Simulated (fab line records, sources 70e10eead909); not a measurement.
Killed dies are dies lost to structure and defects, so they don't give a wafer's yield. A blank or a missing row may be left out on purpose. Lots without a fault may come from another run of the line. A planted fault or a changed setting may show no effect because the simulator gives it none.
Chamber matching | flow nand_harc | NHARC_A_CHANNEL_HOLE_D2_DEP_01 on pecvd-04: 3 sister chambers
The step deposits SiON, target thk 140 nm. 20 wafers are shown with their chamber, then 10 later ones without.

WAFERS WITH THEIR CHAMBER
wafer  | chamber | showerhead_vpp_V (V) | heater_power_w (W) | chamber_pressure_Torr (Torr)
L339.1 | 2       | 1155                 | 929                | 3.498
L339.4 | 1       | 1144                 | 676                | 3.499
L339.5 | 2       | 1145                 | 950                | 3.506
L337.2 | 1       | 1128                 | 761                | 3.492
L337.4 | 1       | 1146                 | 761                | 3.495
L337.6 | 0       | 1088                 | 804                | 3.498
L338.1 | 2       | 1161                 | 867                | 3.492
L338.5 | 1       | 1141                 | 817                | 3.501
L338.6 | 2       | 1158                 | 875                | 3.509
L340.1 | 0       | 1114                 | 715                | 3.500
L340.3 | 1       | 1144                 | 838                | 3.510
L340.6 | 1       | 1143                 | 813                | 3.507
L343.1 | 2       | 1146                 | 808                | 3.492
L343.2 | 0       | 1098                 | 694                | 3.492
L343.3 | 1       | 1157                 | 834                | 3.510
L342.1 | 1       | 1143                 | 704                | 3.493
L342.3 | 0       | 1097                 | 780                | 3.510
L342.4 | 1       | 1147                 | 690                | 3.495
L344.3 | 1       | 1152                 | 810                | 3.498
L344.4 | 2       | 1158                 | 859                | 3.521

SIGNATURES (means of the wafers above)
reading               | chamber 0 | chamber 1 | chamber 2 | scatter within a chamber
showerhead_vpp_V      | 1099.25   | 1144.50   | 1153.83   | 8
heater_power_w        | 748.25    | 770.40    | 881.33    | 57.1
chamber_pressure_Torr | 3.50000   | 3.50000   | 3.50300   | 0.00848
Rule: a wafer's distance from a chamber is the root of the sum, over the readings, of the square of ((its reading less the chamber's mean) divided by the reading's scatter). The wafer belongs to the nearest chamber; if the next one is less than 2 further off, it can't be placed. The scatter: the root of (the sum of the squares of (reading less its chamber's mean) over the shown wafers, divided by (wafers less chambers)).

WAFERS WITHOUT THEIR CHAMBER
wafer  | showerhead_vpp_V (V) | heater_power_w (W) | chamber_pressure_Torr (Torr)
L344.5 | 1107                 | 633                | 3.511
L355.3 | 1148                 | 696                | 3.486
L355.5 | 1158                 | 808                | 3.509
L355.6 | 1153                 | 704                | 3.504
L357.4 | 1147                 | 750                | 3.505
L357.5 | 1151                 | 746                | 3.505
L357.6 | 1154                 | 762                | 3.476
L358.1 | 1115                 | 834                | 3.494
L358.4 | 1143                 | 745                | 3.497
L358.6 | 1130                 | 853                | 3.511

WHICH CHAMBER EACH WENT THROUGH
wafer  | from the rows above          | in truth
L344.5 | 0                            | 0
L355.3 | can't be placed: 1 or 2      | 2
L355.5 | can't be placed: 2 or 1      | 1
L355.6 | can't be placed: 1 or 2      | 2
L357.4 | can't be placed: 1 or 2      | 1
L357.5 | can't be placed: 1 or 2      | 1
L357.6 | can't be placed: 1 or 2      | 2
L358.1 | can't be placed: 0 or 1      | 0
L358.4 | 1                            | 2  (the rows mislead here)
L358.6 | can't be placed: 1 or 2 or 0 | 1
Placed correctly: 1 of 10. Can't be placed from these rows: 8 (the true chamber is among the candidates in 8). Placed wrongly: 1.
